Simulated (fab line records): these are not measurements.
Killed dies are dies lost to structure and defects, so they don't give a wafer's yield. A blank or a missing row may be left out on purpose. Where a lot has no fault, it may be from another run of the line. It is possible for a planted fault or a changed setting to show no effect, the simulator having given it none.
fab line records + flow nand_harc
record:
- lots: 6
- wafers: 18
- last_day: 24
route steps=1159 shown P_CONTACT@218
lots that met no fault: from a run of the same line without faults
start_h: the number of hours between the record's first day and the start of the first shown wafer of the lot + wait_h: time in hours since the lot's previous step + " identical to the entry in the row above + L1.1+2: a single row standing in for several wafers + - no value, or no start was given + * or withheld: withheld + < > ~ a bound
route shown NAME@n: NAME is a module with steps in the file, n the number in the route of the first one + usual: mean and standard deviation over wafers with no fault + same: alike in all rows + chamber/n: place in a boat + sites: per-site readings + _std_site: the values' standard deviation + _edge_site: mean of outer sites minus mean of inner sites + radius_mm: for every site, how far away it sits from the centre of the wafer + mask NAME#n: copy n + behind: tool/chamber where the wafer was last shaped + hold: why the lot went on hold/how many hours it stayed there/how the hold came to an end + device: transistor that didn't switch, given as n, p or np + end of line: the same wafers' tests at the end of the route + for a step that has no rows: nothing shown but its recipe + killed: the dies lost at the first sort to structure and to defects; this is not the yield of the wafer + map: a wafer's dies, x killed, . not, _ none there
set.NAME: setting as actually run; set.NAME@STEP: the setting as run at that earlier step + model.NAME: the simulator's own value behind a step, which no gauge read
lots at selected steps of the route; one table per step, one row per wafer
services: when a tool's chamber went out of use (start_h, in hours from the record's first day, below 0 if earlier), for how many hours, and the reason
== steps ==
step: NHARC_P_CONTACT_DEP_00
recipe:
- target_thk_a: 5000
- temp_c: 400
- pressure_torr: 6.5
- rf_w: 900
- teos_flow_sccm: 161.4
- flow_sccm: 2650
- target_thk_nm: 500
- gas: O2
- material: SiO2
usual:
- chamber_pressure_Torr: 6.502/0.012
- heater_power_outer_w: 273/45
- heater_power_w: 522/77
- rf_fwd_power_W: 897.9/2.7
- throttle_valve_pct: 16.1/0.52
| lot.wafer | tool     | chamber | start_h | wait_h | chamber_pressure_Torr | heater_power_outer_w | heater_power_w | rf_fwd_power_W | throttle_valve_pct |
|-----------|----------|---------|---------|--------|-----------------------|----------------------|----------------|----------------|--------------------|
| L229.3    | pecvd-02 | 2       | -       | -      | 6.496                 | 168                  | 391            | 898.7          | 16.8               |
| L229.1    | "        | 1       | "       | "      | 6.504                 | 315                  | 609            | 898.3          | 15.8               |
| L229.4    | "        | 0       | "       | "      | 6.517                 | 189                  | 413            | 901.6          | 16.5               |
| L235.3    | pecvd-04 | 1       | -       | -      | 6.500                 | 207                  | 394            | 899.8          | 15.9               |
| L235.6    | "        | 0       | "       | "      | 6.503                 | 329                  | 654            | 902.3          | 16.6               |
| L235.5    | "        | 2       | "       | "      | 6.504                 | 325                  | 576            | 898.9          | 16.2               |
| L242.1    | pecvd-02 | 0       | -       | -      | 6.522                 | 257                  | 481            | 900.9          | 16.7               |
| L242.2    | "        | 1       | "       | "      | 6.502                 | 350                  | 665            | 893.1          | 15.9               |
| L242.4    | "        | 1       | "       | "      | 6.496                 | 231                  | 492            | 901.3          | 15.8               |
| L244.3    | pecvd-04 | 0       | -       | -      | 6.513                 | 302                  | 600            | 896.0          | 16.5               |
| L244.4    | "        | 2       | "       | "      | 6.503                 | 271                  | 474            | 897.3          | 15.5               |
| L244.5    | "        | 1       | "       | "      | 6.493                 | 295                  | 498            | 892.0          | 15.9               |
| L243.1    | pecvd-04 | 2       | -       | -      | 6.507                 | 297                  | 514            | 895.5          | 15.3               |
| L243.2    | "        | 1       | "       | "      | 6.483                 | 282                  | 501            | 896.9          | 15.6               |
| L243.6    | "        | 1       | "       | "      | 6.511                 | 305                  | 523            | 896.2          | 15.5               |
| L246.1    | pecvd-04 | 0       | -       | -      | 6.516                 | 292                  | 583            | 898.9          | 16.6               |
| L246.2    | "        | 2       | "       | "      | 6.486                 | 275                  | 487            | 897.3          | 15.3               |
| L246.5    | "        | 1       | "       | "      | 6.488                 | 306                  | 546            | 898.3          | 15.7               |
step: NHARC_P_CONTACT_CMP_01
recipe:
- target_thk_nm: 200
- material: SiO2
usual:
- motor_current_A: 12.5/1.3
- retaining_ring_pressure_frac: 1.000/0.0049
| lot.wafer | tool   | chamber | start_h | wait_h | motor_current_A | retaining_ring_pressure_frac |
|-----------|--------|---------|---------|--------|-----------------|------------------------------|
| L229.4    | cmp-03 | 0       | 122.47  | -      | 12.0            | 1.002                        |
| L229.1    | "      | 2       | "       | "      | 13.2            | 1.006                        |
| L229.3    | "      | 3       | "       | "      | 11.1            | 0.995                        |
| L235.3    | cmp-01 | 0       | 164.88  | -      | 11.8            | 1.002                        |
| L235.5    | "      | 0       | "       | "      | 11.1            | 1.000                        |
| L235.6    | "      | 1       | "       | "      | 14.7            | 1.007                        |
| L242.2    | cmp-01 | 1       | 200.64  | -      | 14.5            | 1.000                        |
| L242.4    | "      | 2       | "       | "      | 13.2            | 0.997                        |
| L242.1    | "      | 3       | "       | "      | 12.4            | 1.002                        |
| L244.3    | cmp-03 | 0       | 213.00  | -      | 12.6            | 1.006                        |
| L244.4    | "      | 2       | "       | "      | 13.3            | 1.005                        |
| L244.5    | "      | 0       | "       | "      | 12.7            | 1.006                        |
| L243.2    | cmp-02 | 1       | 213.55  | -      | 9.6             | 0.999                        |
| L243.1    | "      | 2       | "       | "      | 13.1            | 0.990                        |
| L243.6    | "      | 1       | "       | "      | 9.2             | 0.996                        |
| L246.2    | cmp-03 | 3       | 228.18  | -      | 11.0            | 0.997                        |
| L246.1    | "      | 1       | "       | "      | 14.1            | 1.003                        |
| L246.5    | "      | 3       | "       | "      | 11.2            | 0.995                        |
step: NHARC_P_CONTACT_SRD_03
step: NHARC_P_CONTACT_DEHYDRATE_04
recipe:
- temp_c: 150
- time_s: 120
step: NHARC_P_CONTACT_HMDS_05
recipe:
- time_s: 30
step: NHARC_P_CONTACT_COAT_33
recipe:
- temp_c: 260
- time_s: 75
step: NHARC_P_CONTACT_COAT_34
recipe:
- temp_c: 225
- time_s: 65
step: NHARC_P_CONTACT_COAT_06
recipe:
- spin_rpm: 1500
- resist_thk_nm: 90
step: NHARC_P_CONTACT_SOFTBAKE_07
recipe:
- temp_c: 105
- time_s: 55
step: NHARC_P_CONTACT_EBR_08
step: NHARC_P_CONTACT_EXPOSE_09
recipe:
- na: 1.35
- target_cd_nm: 90
- dose_mj: 81.26
- mask_id: P_CA
step: NHARC_P_CONTACT_PEB_10
recipe:
- peb_temp_c: 100
- peb_time_s: 65
usual:
- chill_plate_temp_C: 23.01/0.099
- exhaust_pa: 45.1/0.87
- heater_power_total_W: 156.6/0.41
| lot.wafer | tool           | chamber | start_h | wait_h | chill_plate_temp_C | exhaust_pa | heater_power_total_W |
|-----------|----------------|---------|---------|--------|--------------------|------------|----------------------|
| L229.1    | litho_track-04 | 0       | 123.10  | 0.1    | 23.04              | 45.6       | 156.4                |
| L229.3    | "              | 0       | "       | "      | 23.06              | 47.1       | 156.2                |
| L229.4    | "              | 0       | "       | "      | 23.07              | 45.3       | 157.1                |
| L235.3    | litho_track-06 | 0       | 165.51  | 0.0    | 22.96              | 45.1       | 156.9                |
| L235.5    | "              | 0       | "       | "      | 22.88              | 47.3       | 156.3                |
| L235.6    | "              | 0       | "       | "      | 22.96              | 45.7       | 157.2                |
| L242.1    | litho_track-06 | -       | 201.37  | 0.1    | -                  | -          | -                    |
| L242.2    | "              | -       | "       | "      | -                  | -          | -                    |
| L242.4    | "              | -       | "       | "      | -                  | -          | -                    |
| L244.3    | litho_track-06 | -       | 213.63  | 0.0    | -                  | -          | -                    |
| L244.4    | "              | -       | "       | "      | -                  | -          | -                    |
| L244.5    | "              | -       | "       | "      | -                  | -          | -                    |
| L243.1    | litho_track-01 | 0       | 214.18  | 0.1    | 22.97              | 43.7       | 156.0                |
| L243.2    | "              | 0       | "       | "      | 23.02              | 43.2       | 156.2                |
| L243.6    | "              | 0       | "       | "      | 23.10              | 42.7       | 156.6                |
| L246.1    | litho_track-01 | 0       | 228.91  | 0.1    | 23.11              | 44.4       | 156.6                |
| L246.2    | "              | 0       | "       | "      | 23.09              | 46.4       | 156.3                |
| L246.5    | "              | 0       | "       | "      | 23.04              | 43.6       | 156.3                |
step: NHARC_P_CONTACT_DEVELOP_11
recipe:
- develop_time_s: 35
- dev_temp_c: 23
== services ==
| tool           | chamber | start_h | hours | kind                           |
|----------------|---------|---------|-------|--------------------------------|
| cmp-02         | -       | 104.31  | 0.7   | repair                         |
| litho_track-06 | -       | 117.00  | 7.0   | pm                             |
| cmp-02         | -       | 129.49  | 4.0   | pm                             |
| litho_track-04 | -       | 141.00  | 7.0   | pm                             |
| cmp-01         | -       | 146.71  | 1.7   | repair                         |
| pecvd-02       | -       | 153.00  | 13.0  | pm                             |
| pecvd-02       | 0       | 153.00  | 13.0  | vent_cycle                     |
| pecvd-02       | 1       | 153.00  | 13.0  | vent_cycle                     |
| cmp-03         | -       | 157.15  | 4.0   | pm                             |
| cmp-03         | -       | 161.15  | -     | consumable_replace:conditioner |
| cmp-03         | -       | 161.15  | -     | consumable_replace:pad         |
| cmp-01         | -       | 176.94  | 2.2   | repair                         |
| cmp-01         | -       | 179.57  | 4.0   | pm                             |
| pecvd-02       | -       | 191.04  | 1.7   | repair                         |
| cmp-03         | -       | 191.87  | 0.6   | repair                         |
| pecvd-04       | -       | 195.00  | 13.0  | pm                             |
| pecvd-04       | 0       | 195.00  | 13.0  | vent_cycle                     |
| pecvd-04       | 1       | 195.00  | 13.0  | vent_cycle                     |
| pecvd-04       | 2       | 195.00  | 13.0  | vent_cycle                     |
| pecvd-04       | 0       | 208.00  | -     | clean                          |
| pecvd-04       | 1       | 208.00  | -     | clean                          |
| pecvd-04       | 2       | 208.00  | -     | clean                          |
| pecvd-04       | -       | 208.73  | 1.2   | repair                         |
| cmp-02         | -       | 227.49  | 4.0   | pm                             |
== key ==
first_sign:
- step: NHARC_P_CONTACT_PEB_10
- reading: tool_record
- direction: missing
effect none on later readings
met_at NHARC_P_CONTACT_PEB_10
struck_wafers L242.1,L242.2,L242.4,L244.3,L244.4,L244.5
later_rows_left_out L242.1,L242.2,L242.4,L244.3,L244.4,L244.5
sort_left_out L242.1,L242.2,L242.4,L244.3,L244.4,L244.5
tester_left_out L242,L244
onset_between 165.51 201.37
fault:
- kind: skipped_step_whole
- tool: litho_track-06
- chamber: -
- onset_h: 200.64
- steps: NHARC_P_CONTACT_PEB_10
- scope: struck_lots_only
tester_left_out: of these lots the tester's yield and bins aren't shown, on N5 and GAA mostly nor the transistor test; their killed dies are dies lost to structure and defects alone, not to doping, threshold or leakage, so they don't give the yield
sort_left_out: the simulated sort isn't trusted on such a fault, so these wafers' sort isn't shown, and their yield isn't known
later_rows_left_out: the simulator's readings of these wafers behind a module that went badly wrong aren't trusted and aren't shown, but for the sort
